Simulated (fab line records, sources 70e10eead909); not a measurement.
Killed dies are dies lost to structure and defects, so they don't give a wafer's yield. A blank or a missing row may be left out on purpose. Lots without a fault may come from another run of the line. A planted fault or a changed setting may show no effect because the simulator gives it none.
fab line records | flow nand_harc
record lots=24 wafers=72 last_day=35
route steps=1302 shown P_GATE@172 P_CONTACT@246 P_M1@317 P_M2@333
lots that met no fault: from a run of the same line without faults
start_h: hours from the record's first day to the start of the lot's first wafer shown | wait_h: hours since the lot's step before | " the same as in the row above | L1.1+2: a row that stands for several wafers | - no value, or no start given | * or withheld: withheld | < > ~ a bound
route shown NAME@n: a module of which the file shows steps, and the number in the route of the first | usual: mean/standard deviation of fault-free wafers | same: alike in all rows | chamber/n: place in a boat | sites: the reading at each site | _std_site: their standard deviation | _edge_site: outer sites' mean less inner sites' | radius_mm: how far each site lies from the wafer's centre | mask NAME#n: copy n | behind: the tool/chamber that last shaped the wafer | hold: why the lot was held/for how many hours/how that ended | device: the transistor (n, p or np) that didn't switch | end of line: the same wafers' tests at the end of the route | a step without rows: its recipe alone | killed: dies lost to structure and defects at the first sort, not the wafer's yield | map: a wafer's dies, x killed, . not, _ none there
set.NAME: the setting as run; set.NAME@STEP: as run at that earlier step | model.NAME: the simulator's own value behind a step, which no gauge read
steps of the route over a sample of lots; a table a step, a row a wafer
services: from which hour (start_h, from the record's first day; less than 0 if before it) a tool's chamber was out of use, for how many hours, and why
## steps
# step NHARC_P_GATE_DESCUM_48
# recipe time_s=3 o2_flow_sccm=200 ar_flow_sccm=0 bias_power_w=0 chemistry=O2
# usual drypump_motor_current_A=5.6/0.34 mfc_ar_sccm=0.005/0.0075 oes_product_au=1.000/0.0069 rf_vpp_V=57.9/0.81 showerhead_plenum_p_Torr=1.91/0.089 throttle_valve_pct=11.312/0.0089
# columns lot.wafer tool chamber start_h wait_h drypump_motor_current_A mfc_ar_sccm oes_product_au rf_hours_counter_h rf_vpp_V showerhead_plenum_p_Torr throttle_valve_pct
L074.2 rie_diel-05 3 110.75 - 5.1 0.010 1.002 3.9 56.8 1.78 11.317
L074.3 " 1 " " 5.9 0.016 1.004 3.5 58.9 1.97 11.306
L074.6 " 3 " " 5.0 0.010 1.006 - 57.4 1.78 11.319
L075.4 rie_diel-02 1 117.00 - 5.4 0 1.000 3.6 58.2 1.94 11.309
L075.1 " 3 " " 6.2 0 1.007 4.1 57.5 2.02 11.301
L075.5 " 0 " " 5.5 0 1.014 - 58.2 1.96 11.299
L076.3 rie_diel-05 2 128.36 - 6.0 0 1.001 4.8 56.5 1.80 11.316
L076.4 " 3 " " 5.0 0.010 0.999 4.9 56.5 1.78 11.303
L076.1 " 0 " " 5.4 0 1.008 4.2 59.0 2.05 11.310
L077.3 rie_diel-02 1 142.31 - 5.3 0 0.994 4.0 57.8 1.94 11.309
L077.4 " 2 " " 5.3 0.002 0.998 4.0 57.6 1.84 11.302
L077.6 " 1 " " 5.4 0 1.001 - 57.6 1.94 11.301
L078.4 rie_diel-13 3 151.21 - 5.7 0.025 0.989 9.1 57.7 1.91 11.304
L078.1 " 1 " " 5.4 0.002 1.003 5.9 57.5 1.80 11.302
L078.6 " 3 " " 5.8 0.025 0.994 - 56.4 1.91 11.310
L079.1 rie_diel-02 1 158.52 - 5.4 0 0.991 4.8 58.9 1.94 11.307
L079.2 " 2 " " 5.3 0.002 1.001 4.9 58.6 1.84 11.323
L079.4 " 3 " " 6.2 0 1.001 5.5 59.8 2.02 11.321
L080.4 rie_diel-02 2 169.61 - 5.3 0.002 1.008 5.6 58.5 1.84 11.311
L080.5 " 3 " " 6.2 0 1.004 - 58.0 2.02 11.336
L080.6 " 0 " " 5.6 0 1.000 - 57.6 1.96 11.304
L081.2 rie_diel-02 2 183.71 - 5.3 0.002 1.000 6.1 57.5 1.84 11.306
L081.5 " 0 " " 5.6 0 1.004 - 57.3 1.96 11.320
L081.6 " 1 " " 5.4 0 1.006 - 58.6 1.94 11.300
L082.2 rie_diel-05 0 186.12 - 5.4 0 1.009 9.0 59.5 2.05 11.300
L082.1 " 2 " " 6.0 0 0.998 10.7 57.8 1.80 11.313
L082.4 " 3 " " 5.0 0.010 1.003 8.6 58.0 1.78 11.302
L083.3 rie_diel-05 0 198.77 - 5.5 0 1.003 9.6 58.8 2.05 11.309
L083.2 " 1 " " 5.9 0.016 1.009 7.6 58.2 1.97 11.301
L083.4 " 3 " " 5.1 0.010 1.011 9.2 57.0 1.78 11.312
L084.1 rie_diel-13 0 204.30 - 5.1 0.012 0.999 1.1 57.3 1.82 11.320
L084.3 " 2 " " 5.8 0.001 1.001 1.0 57.8 1.94 11.308
L084.5 " 2 " " 5.8 0.001 0.999 - 57.8 1.94 11.319
L085.3 rie_diel-05 1 222.17 - 5.9 0.016 1.004 8.3 59.0 1.97 11.316
L085.2 " 2 " " 5.9 0 0.984 12.5 56.9 1.80 11.302
L085.6 " 2 " " 5.9 0 1.001 - 58.7 1.80 11.324
L086.4 rie_diel-13 3 223.78 - 5.8 0.025 0.987 2.0 57.7 1.91 11.308
L086.3 " 0 " " 5.2 0.012 0.998 2.0 59.6 1.82 11.309
L086.5 " 3 " " 5.7 0.025 0.993 - 57.9 1.91 11.297
L087.2 rie_diel-02 2 242.55 - 5.3 0.002 1.000 0.9 58.1 1.84 11.327
L087.4 " 3 " " 6.2 0 0.991 0.9 58.3 2.01 11.317
L087.5 " 2 " " 5.3 0.002 1.007 - 57.3 1.84 11.303
L089.1 rie_diel-05 2 256.24 - 6.0 0 1.000 1.4 57.8 1.80 11.322
L089.3 " 3 " " 5.0 0.010 0.986 2.6 56.7 1.78 11.310
L089.2 " 0 " " 5.4 0 0.996 2.6 59.4 2.05 11.294
L088.4 rie_diel-02 1 256.74 - 5.4 0 0.997 2.0 57.4 1.93 11.316
L088.1 " 3 " " 6.2 0 1.004 1.6 58.3 2.01 11.307
L088.5 " 0 " " 5.6 0 0.999 - 56.7 1.96 11.309
L090.1 rie_diel-02 0 273.01 - 5.6 0 1.004 2.9 57.5 1.96 11.310
L090.5 " 2 " " 5.3 0.002 0.994 - 58.3 1.84 11.316
L090.6 " 3 " " 6.2 0 0.998 - 57.4 2.01 11.313
L091.4 rie_diel-13 1 278.05 - 5.4 0.002 0.988 4.9 57.4 1.80 11.312
L091.3 " 0 " " 5.2 0.012 1.002 5.1 56.7 1.82 11.325
L091.6 " 2 " " 5.8 0.001 1.001 - 59.0 1.94 11.315
L092.3 rie_diel-05 0 284.85 - 5.5 0 1.004 5.1 58.1 2.05 11.312
L092.1 " 2 " " 6.0 0 1.001 4.3 56.2 1.80 11.301
L092.6 " 3 " " 5.1 0.010 0.990 - 57.9 1.78 11.301
L093.3 rie_diel-05 2 303.39 - 6.0 0 0.997 5.0 57.2 1.80 11.316
L093.5 " 3 " " 5.1 0.010 0.992 - 57.7 1.78 11.316
L093.6 " 0 " " 5.5 0 1.004 - 58.1 2.05 11.300
L094.4 rie_diel-05 0 308.12 - 5.4 0 1.009 6.0 59.1 2.05 11.336
L094.6 " 0 " " 5.4 0 1.004 - 58.8 2.05 11.312
L094.5 " 1 " " 5.9 0.016 1.009 - 58.2 1.97 11.307
L095.2 rie_diel-02 1 316.35 - 5.3 0 0.992 5.2 56.7 1.93 11.304
L095.1 " 2 " " 5.3 0.002 0.996 5.4 57.3 1.84 11.296
L095.5 " 2 " " 5.3 0.002 1.003 - 58.0 1.84 11.316
L096.1 rie_diel-13 3 329.30 - 5.8 0.025 1.003 7.5 58.5 1.91 11.322
L096.2 " 0 " " 5.1 0.012 1.000 8.5 56.8 1.82 11.309
L096.3 " 1 " " 5.4 0.002 0.996 7.4 56.7 1.80 11.320
L097.3 rie_diel-05 2 348.00 - 6.0 0 1.000 6.4 56.6 1.79 11.316
L097.2 " 1 " " 5.9 0.016 0.996 6.8 57.6 1.97 11.316
L097.5 " 3 " " 5.0 0.010 0.988 - 57.3 1.78 11.297
# step NHARC_P_GATE_RTA_64
# recipe temp_c=1050 time_s=1
# usual lamp_power_pct=31.8/1.5 lamp_zone_7_pct=32.2/1.5 wafer_temp_C_max=1056.2/1.4
# columns lot.wafer tool chamber start_h wait_h lamp_power_pct lamp_zone_7_pct wafer_temp_C_max
L074.2 rtp_anneal-01 0 115.88 - 30.6 31.0 1056.2
L074.3 " 0 " " 30.6 31.0 1056.5
L074.6 " 0 " " 30.6 31.0 1054.6
L075.1 rtp_anneal-02 0 122.15 - 33.7 34.2 1057.5
L075.4 " 0 " " 33.7 34.1 1057.3
L075.5 " 0 " " 33.8 34.2 1059.3
L076.1 rtp_anneal-01 0 133.35 - 30.6 31.0 1055.1
L076.3 " 0 " " 30.6 31.0 1055.1
L076.4 " 0 " " 30.6 31.0 1058.9
L077.3 rtp_anneal-02 0 147.48 - 33.7 34.1 1056.7
L077.4 " 0 " " 33.7 34.1 1056.8
L077.6 " 0 " " 33.7 34.2 1055.3
L078.1 rtp_anneal-01 0 156.75 - 30.6 31.0 1056.6
L078.4 " 0 " " 30.6 31.0 1055.6
L078.6 " 0 " " 30.6 31.0 1055.0
L079.1 rtp_anneal-02 0 163.62 - 33.7 34.2 1057.6
L079.2 " 0 " " 33.7 34.2 1058.2
L079.4 " 0 " " 33.7 34.2 1060.8
L080.4 rtp_anneal-01 0 174.93 - 30.6 31.0 1056.2
L080.5 " 0 " " 30.6 30.9 1055.0
L080.6 " 0 " " 30.6 31.0 1055.1
L081.2 rtp_anneal-01 0 188.82 - 30.6 31.0 1055.9
L081.5 " 0 " " 30.6 31.0 1057.0
L081.6 " 0 " " 30.6 31.0 1054.1
L082.1 rtp_anneal-01 0 191.31 - 30.5 30.9 1055.9
L082.2 " 0 " " 30.6 31.0 1055.2
L082.4 " 0 " " 30.6 31.0 1054.8
L083.2 rtp_anneal-02 0 203.84 - 33.7 34.1 1055.3
L083.3 " 0 " " 33.7 34.1 1058.3
L083.4 " 0 " " 33.7 34.2 1058.6
L084.1 rtp_anneal-01 0 210.39 - 30.6 30.9 1055.4
L084.3 " 0 " " 30.5 31.0 1054.4
L084.5 " 0 " " 30.6 30.9 1055.9
L085.2 rtp_anneal-01 0 228.03 - 30.6 31.0 1053.5
L085.3 " 0 " " 30.6 31.0 1054.4
L085.6 " 0 " " 30.6 31.0 1054.1
L086.3 rtp_anneal-01 0 229.17 - 30.6 31.0 1055.7
L086.4 " 0 " " 30.6 31.0 1056.3
L086.5 " 0 " " 30.6 31.0 1055.4
L087.2 rtp_anneal-01 0 247.58 - 30.6 31.0 1054.5
L087.4 " 0 " " 30.6 30.9 1055.9
L087.5 " 0 " " 30.6 31.0 1055.9
L089.1 rtp_anneal-02 0 261.62 - 33.7 34.1 1056.7
L089.2 " 0 " " 33.7 34.2 1057.6
L089.3 " 0 " " 33.7 34.1 1055.2
L088.1 rtp_anneal-01 0 262.41 - 30.6 30.9 1054.5
L088.4 " 0 " " 30.5 30.9 1057.9
L088.5 " 0 " " 30.6 30.9 1058.7
L090.1 rtp_anneal-01 0 278.19 - 30.6 31.0 1055.6
L090.5 " 0 " " 30.6 31.0 1056.5
L090.6 " 0 " " 30.6 31.0 1054.5
L091.3 rtp_anneal-01 0 283.11 - 30.6 31.0 1055.9
L091.4 " 0 " " 30.6 30.9 1057.2
L091.6 " 0 " " 30.6 30.9 1055.8
L092.1 rtp_anneal-02 0 289.87 - 33.7 34.2 1058.7
L092.3 " 0 " " 33.7 34.1 1055.4
L092.6 " 0 " " 33.8 34.1 1055.7
L093.3 rtp_anneal-01 0 308.87 - 30.6 30.9 1055.3
L093.5 " 0 " " 30.6 31.0 1055.6
L093.6 " 0 " " 30.6 30.9 1058.0
L094.4 rtp_anneal-02 0 313.25 - 33.8 34.2 1055.8
L094.5 " 0 " " 33.8 34.1 1056.2
L094.6 " 0 " " 33.7 34.2 1059.5
L095.1 rtp_anneal-02 0 321.37 - 33.8 34.1 1056.3
L095.2 " 0 " " 33.7 34.2 1059.0
L095.5 " 0 " " 33.7 34.1 1056.4
L096.1 rtp_anneal-01 0 334.85 - 30.6 31.0 1056.1
L096.2 " 0 " " 30.6 31.0 1056.8
L096.3 " 0 " " 30.6 31.0 1054.6
L097.2 rtp_anneal-02 0 353.25 - 33.8 34.1 1058.4
L097.3 " 0 " " 33.7 34.1 1056.0
L097.5 " 0 " " 33.7 34.1 1055.7
# step NHARC_P_CONTACT_PVD_32
# recipe target_thk_a=50 chamber_pressure_pa=5 power_w=5000 substrate_temp_c=200 time_s=17.7 material=Ti
# usual throttle_valve_pct=29.9/1.1
# columns lot.wafer tool chamber start_h wait_h throttle_valve_pct
L074.3 pvd_sputter-01 - - - 30.2
L074.2 " - " " 29.6
L074.6 " - " " 30.3
L075.4 pvd_sputter-01 - - - 28.3
L075.1 " - " " 29.8
L075.5 " - " " 28.5
L076.1 pvd_sputter-03 - - - 31.3
L076.3 " - " " 31.7
L076.4 " - " " 29.4
L077.3 pvd_sputter-01 - - - 28.5
L077.4 " - " " 30.5
L077.6 " - " " 30.2
L078.4 pvd_sputter-02 - - - 30.6
L078.1 " - " " 29.0
L078.6 " - " " 31.3
L079.1 pvd_sputter-02 - - - 28.8
L079.2 " - " " 29.8
L079.4 " - " " 30.6
L080.4 pvd_sputter-01 - - - 29.8
L080.5 " - " " 30.2
L080.6 " - " " 30.2
L081.2 pvd_sputter-02 - - - 29.6
L081.6 " - " " 29.1
L081.5 " - " " 29.4
L082.2 pvd_sputter-01 - - - 28.6
L082.1 " - " " 30.0
L082.4 " - " " 30.4
L083.2 pvd_sputter-02 - - - 31.1
L083.3 " - " " 30.7
L083.4 " - " " 28.9
L084.1 pvd_sputter-03 - - - 31.3
L084.3 " - " " 29.5
L084.5 " - " " 29.7
L085.2 pvd_sputter-03 - - - 27.6
L085.3 " - " " 31.4
L085.6 " - " " 32.2
L086.3 pvd_sputter-02 - - - 30.8
L086.4 " - " " 31.1
L086.5 " - " " 30.5
L087.2 pvd_sputter-01 - - - 29.6
L087.4 " - " " 28.9
L087.5 " - " " 28.5
L089.1 pvd_sputter-03 - - - 27.6
L089.2 " - " " 32.0
L089.3 " - " " 31.5
L088.4 pvd_sputter-01 - - - 29.6
L088.1 " - " " 30.1
L088.5 " - " " 28.5
L090.1 pvd_sputter-03 - - - 31.3
L090.5 " - " " 31.5
L090.6 " - " " 29.3
L091.3 pvd_sputter-03 - - - 27.6
L091.4 " - " " 29.5
L091.6 " - " " 31.9
L092.3 pvd_sputter-02 - - - 29.8
L092.1 " - " " 28.5
L092.6 " - " " 31.0
L093.3 pvd_sputter-02 - - - 31.1
L093.6 " - " " 30.9
L093.5 " - " " 28.6
L094.4 pvd_sputter-01 - - - 29.9
L094.6 " - " " 29.9
L094.5 " - " " 30.2
L095.1 pvd_sputter-02 - - - 31.1
L095.2 " - " " 29.7
L095.5 " - " " 31.2
L096.3 pvd_sputter-01 - - - 29.6
L096.2 " - " " 30.0
L096.1 " - " " 30.3
L097.3 pvd_sputter-02 - - - 29.8
L097.2 " - " " 31.2
L097.5 " - " " 29.7
# step NHARC_P_CONTACT_CMP_24
# recipe t_overpolish_s=30 target_thk_nm=200
# usual motor_current_A=12.0/1.2 overpolish_run_s=29.998/0.0081 time_to_endpoint_s=39.5/2.2
# columns lot.wafer tool chamber start_h wait_h motor_current_A overpolish_run_s time_to_endpoint_s
L074.2 cmp-01 2 122.33 0.9 12.6 29.982 41.7
L074.3 " 3 " " 12.4 29.992 41.8
L074.6 " 0 " " 13.9 29.996 41.0
L075.1 cmp-03 1 127.78 0.6 10.9 30.007 38.5
L075.4 " 2 " " 11.3 30.007 37.2
L075.5 " 0 " " 10.0 29.980 35.1
L076.4 cmp-03 1 138.94 0.3 9.9 30.020 39.9
L076.3 " 3 " " 12.0 30.001 41.7
L076.1 " 0 " " 10.2 30.003 39.1
L077.3 cmp-01 2 153.19 0.4 13.0 29.992 40.5
L077.4 " 0 " " 14.0 29.994 42.9
L077.6 " 1 " " 14.1 29.998 43.2
L078.1 cmp-02 0 162.51 0.6 11.8 30.011 36.7
L078.4 " 2 " " 11.3 29.999 38.4
L078.6 " 0 " " 13.0 30.016 34.3
L079.1 cmp-01 0 169.33 0.6 13.7 29.991 38.2
L079.4 " 1 " " 14.0 30.001 39.0
L079.2 " 2 " " 13.2 29.998 39.6
L080.4 cmp-01 0 180.61 0.4 13.0 29.992 41.2
L080.5 " 3 " " 12.0 30.001 40.9
L080.6 " 0 " " 13.8 29.986 39.0
L081.2 cmp-01 1 195.02 0.6 14.2 30.003 39.4
L081.6 " 2 " " 13.4 30.000 38.9
L081.5 " 3 " " 11.8 29.999 38.6
L082.4 cmp-03 0 197.00 0.3 10.1 29.993 42.3
L082.1 " 1 " " 11.0 29.995 42.5
L082.2 " 3 " " 11.5 30.008 43.8
L083.2 cmp-03 0 209.76 0.5 10.5 29.998 35.7
L083.3 " 1 " " 10.8 30.011 39.6
L083.4 " 3 " " 11.6 30.007 39.6
L084.1 cmp-02 0 216.01 0.5 12.9 30.005 37.1
L084.3 " 3 " " 11.9 29.994 37.6
L084.5 " 1 " " 10.9 29.985 36.8
L085.2 cmp-01 3 233.83 0.6 12.6 29.990 40.5
L085.3 " 0 " " 13.4 29.991 43.6
L085.6 " 2 " " 13.1 29.993 40.4
L086.4 cmp-03 2 234.86 0.4 10.5 29.989 38.2
L086.3 " 0 " " 9.9 30.000 38.1
L086.5 " 2 " " 11.6 29.994 39.0
L087.4 cmp-02 2 253.18 0.4 10.8 30.012 39.3
L087.2 " 3 " " 12.0 30.006 42.2
L087.5 " 2 " " 11.0 29.999 38.5
L089.3 cmp-02 2 267.55 0.4 10.9 29.997 40.8
L089.1 " 0 " " 12.3 29.988 38.4
L089.2 " 1 " " 11.3 29.995 39.6
L088.4 cmp-03 2 268.13 0.4 11.1 30.003 38.7
L088.1 " 3 " " 11.6 29.991 42.1
L088.5 " 2 " " 10.9 29.982 36.4
L090.1 cmp-02 1 283.81 0.6 10.9 29.996 37.0
L090.5 " 1 " " 11.6 30.005 39.6
L090.6 " 2 " " 11.2 29.998 39.6
L091.3 cmp-01 2 288.82 0.4 12.6 29.986 40.9
L091.4 " 3 " " 13.7 30.000 40.7
L091.6 " 1 " " 13.7 29.994 42.2
L092.1 cmp-01 2 295.64 0.5 12.1 29.991 39.2
L092.3 " 3 " " 12.5 30.001 37.1
L092.6 " 0 " " 13.5 29.992 38.3
L093.3 cmp-01 2 314.57 0.4 13.0 30.003 40.0
L093.6 " 2 " " 13.9 29.999 42.4
L093.5 " 3 " " 12.4 30.015 40.4
L094.4 cmp-01 1 318.80 0.3 14.2 30.001 38.7
L094.5 " 1 " " 14.1 30.005 42.6
L094.6 " 2 " " 12.2 29.995 38.0
L095.1 cmp-03 3 327.56 1.0 11.4 29.992 37.9
L095.2 " 2 " " 11.6 29.986 37.0
L095.5 " 0 " " 10.1 29.992 37.8
L096.3 cmp-03 2 340.52 0.3 10.9 29.996 36.3
L096.2 " 3 " " 12.0 30.009 40.6
L096.1 " 0 " " 10.5 30.003 35.3
L097.3 cmp-02 3 358.91 0.4 11.4 29.992 40.2
L097.2 " 2 " " 11.6 29.997 36.5
L097.5 " 0 " " 13.0 30.004 37.4
# step NHARC_P_M1_DEP_33
# recipe target_thk_a=300 temp_c=370 target_thk_nm=30 pressure_torr=3 flow_sccm=200 rf_w=450 material=SiCN
# usual heater_power_w=581/80
# columns lot.wafer tool chamber start_h wait_h heater_power_w
L074.2 pecvd-04 1 130.51 0.1 618
L074.3 " 2 " " 619
L074.6 " 2 " " 637
L075.1 pecvd-03 2 136.06 0.1 443
L075.4 " 0 " " 520
L075.5 " 1 " " 582
L076.1 pecvd-04 0 151.71 0.1 674
L076.3 " 2 " " 709
L076.4 " 0 " " 677
L077.3 pecvd-02 1 161.33 0.1 506
L077.4 " 0 " " 687
L077.6 " 1 " " 524
L078.1 pecvd-03 2 170.55 0.1 483
L078.4 " 1 " " 574
L078.6 " 2 " " 495
L079.2 pecvd-04 1 177.47 0.1 593
L079.1 " 2 " " 634
L079.4 " 0 " " 642
L080.4 pecvd-02 0 189.26 0.2 710
L080.6 " 1 " " 560
L080.5 " 2 " " 681
L081.2 pecvd-02 0 205.25 0.1 713
L081.6 " 1 " " 524
L081.5 " 2 " " 672
L082.2 pecvd-04 0 205.54 0.1 627
L082.1 " 2 " " 690
L082.4 " 2 " " 712
L083.3 pecvd-03 0 217.92 0.1 583
L083.2 " 2 " " 443
L083.4 " 0 " " 575
L084.1 pecvd-02 0 224.11 0.1 766
L084.3 " 2 " " 685
L084.5 " 2 " " 688
L085.2 pecvd-03 0 242.29 0.1 580
L085.3 " 1 " " 505
L085.6 " 2 " " 472
L086.3 pecvd-03 2 243.29 0.1 507
L086.4 " 1 " " 569
L086.5 " 0 " " 585
L087.2 pecvd-03 0 261.47 0.1 570
L087.4 " 2 " " 495
L087.5 " 0 " " 575
L089.1 pecvd-03 2 275.91 0.1 541
L089.3 " 0 " " 537
L089.2 " 1 " " 520
L088.1 pecvd-03 2 276.45 0.1 459
L088.5 " 0 " " 503
L088.4 " 1 " " 566
L090.1 pecvd-03 0 292.11 0.1 595
L090.6 " 2 " " 484
L090.5 " 0 " " 573
L091.3 pecvd-02 1 297.34 0.1 532
L091.4 " 0 " " 719
L091.6 " 1 " " 551
L092.1 pecvd-03 1 304.19 0.1 566
L092.3 " 2 " " 458
L092.6 " 1 " " 591
L093.3 pecvd-03 1 323.20 0.1 574
L093.5 " 0 " " 534
L093.6 " 2 " " 533
L094.6 pecvd-04 2 327.75 0.2 649
L094.5 " 0 " " 648
L094.4 " 1 " " 502
L095.2 pecvd-04 0 335.72 0.1 580
L095.1 " 2 " " 672
L095.5 " 2 " " 686
L096.2 pecvd-03 2 349.42 0.1 444
L096.3 " 0 " " 490
L096.1 " 1 " " 545
L097.3 pecvd-02 1 367.32 0.1 577
L097.2 " 0 " " 806
L097.5 " 1 " " 579
# step NHARC_P_M2_ETCH_15
# recipe target_depth_a=1825 time_s=91.2 c4f8_flow_sccm=withheld ar_flow_sccm=400 rf_w=600 bias_w=300 chemistry=C4F8/Ar
# usual oes_product_au=0.939/0.021 rf_vpp_V=441/3.5
# columns lot.wafer tool chamber start_h wait_h oes_product_au rf_hours_counter_h rf_vpp_V
L074.3 rie_diel-09 2 - - 0.930 8.6 444
L074.2 " 1 " " 0.923 8.1 438
L074.6 " 2 " " 0.920 - 443
L075.1 rie_diel-02 0 - - 0.924 4.6 446
L075.4 " 1 " " 0.922 3.9 443
L075.5 " 2 " " 0.920 - 439
L076.1 rie_diel-02 0 - - 0.922 5.4 440
L076.3 " 1 " " 0.931 4.7 441
L076.4 " 2 " " 0.931 4.8 439
L077.4 rie_diel-09 2 - - 0.961 0.6 444
L077.3 " 3 " " 0.978 0.7 444
L077.6 " 2 " " 0.957 - 442
L078.1 rie_diel-09 3 - - 0.968 1.2 445
L078.4 " 0 " " 0.981 1.4 438
L078.6 " 2 " " 0.970 - 444
L079.4 rie_diel-09 3 - - 0.936 1.9 446
L079.1 " 0 " " 0.930 1.7 438
L079.2 " 1 " " 0.937 1.5 440
L080.4 rie_diel-02 3 - - 0.934 6.8 444
L080.5 " 2 " " 0.911 - 438
L080.6 " 3 " " 0.931 - 445
L081.2 rie_diel-05 0 - - 0.923 10.0 445
L081.5 " 0 " " 0.925 - 445
L081.6 " 1 " " 0.939 - 442
L082.1 rie_diel-09 2 - - 0.949 3.1 443
L082.4 " 3 " " 0.955 3.3 445
L082.2 " 0 " " 0.963 3.2 437
L083.3 rie_diel-09 2 - - 0.960 3.2 444
L083.2 " 3 " " 0.976 3.4 446
L083.4 " 1 " " 0.962 3.1 438
L084.3 rie_diel-05 2 - - 0.921 12.6 437
L084.1 " 0 " " 0.916 10.2 444
L084.5 " 1 " " 0.936 - 443
L085.2 rie_diel-09 0 - - 0.982 4.5 438
L085.3 " 2 " " 0.965 4.5 444
L085.6 " 0 " " 0.982 - 437
L086.4 rie_diel-09 3 - - 0.978 4.7 446
L086.3 " 1 " " 0.965 4.4 438
L086.5 " 3 " " 0.962 - 447
L087.2 rie_diel-09 3 - - 0.922 4.9 445
L087.4 " 1 " " 0.966 6.6 439
L087.5 " 3 " " 0.927 - 446
L089.3 rie_diel-05 3 - - 0.926 4.3 437
L089.2 " 0 " " 0.934 4.5 444
L089.1 " 1 " " 0.927 3.4 442
L088.4 rie_diel-02 1 - - 0.919 3.3 440
L088.1 " 2 " " 0.923 3.1 438
L088.5 " 2 " " 0.918 - 439
L090.1 rie_diel-02 1 - - 0.913 4.2 440
L090.6 " 2 " " 0.929 - 438
L090.5 " 3 " " 0.929 - 442
L091.4 rie_diel-05 3 - - 0.920 5.5 437
L091.3 " 0 " " 0.918 5.8 446
L091.6 " 3 " " 0.929 - 436
L092.3 rie_diel-02 2 - - 0.944 5.2 440
L092.1 " 0 " " 0.925 5.6 442
L092.6 " 2 " " 0.919 - 438
L093.3 rie_diel-05 2 - - 0.922 5.3 436
L093.5 " 1 " " 0.928 - 443
L093.6 " 2 " " 0.915 - 439
L094.4 rie_diel-05 0 - - 0.930 6.2 445
L094.6 " 2 " " 0.929 - 439
L094.5 " 3 " " 0.929 - 436
L095.1 rie_diel-05 2 - - 0.920 5.9 438
L095.2 " 1 " " 0.931 6.1 442
L095.5 " 2 " " 0.927 - 437
L096.2 rie_diel-02 2 - - 0.927 7.5 439
L096.1 " 0 " " 0.920 7.9 442
L096.3 " 1 " " 0.923 7.2 443
L097.2 rie_diel-09 2 - - 0.954 1.9 444
L097.3 " 3 " " 0.972 1.7 446
L097.5 " 0 " " 0.972 - 435
## services
# columns tool chamber start_h hours kind
cmp-01 - 87.50 4.0 pm
rie_diel-05 - 89.42 1.3 repair
rie_diel-02 1 99.57 4.2 repair
pvd_sputter-02 - 104.06 10.0 pm
cmp-01 - 139.28 0.6 repair
pvd_sputter-02 - 141.91 3.6 repair
rie_diel-09 - 143.19 9.0 pm
rie_diel-05 1 144.13 7.7 repair
rie_diel-05 3 152.22 15.7 repair
rie_diel-05 1 159.61 2.6 repair
rie_diel-05 0 172.99 4.4 repair
pecvd-03 2 182.11 6.1 repair
cmp-01 - 185.50 4.0 pm
pecvd-03 - 186.02 13.0 pm
rie_diel-02 - 216.70 9.0 pm
rie_diel-05 - 229.60 9.0 pm
rie_diel-09 3 245.78 16.1 repair
cmp-01 - 258.31 0.2 repair
cmp-01 - 277.72 3.9 repair
cmp-01 - 283.50 4.0 pm
rie_diel-02 2 310.91 4.4 repair
rie_diel-09 - 320.19 9.0 pm
rie_diel-02 3 325.93 22.6 repair
pecvd-03 - 367.02 13.0 pm
## key
fault none
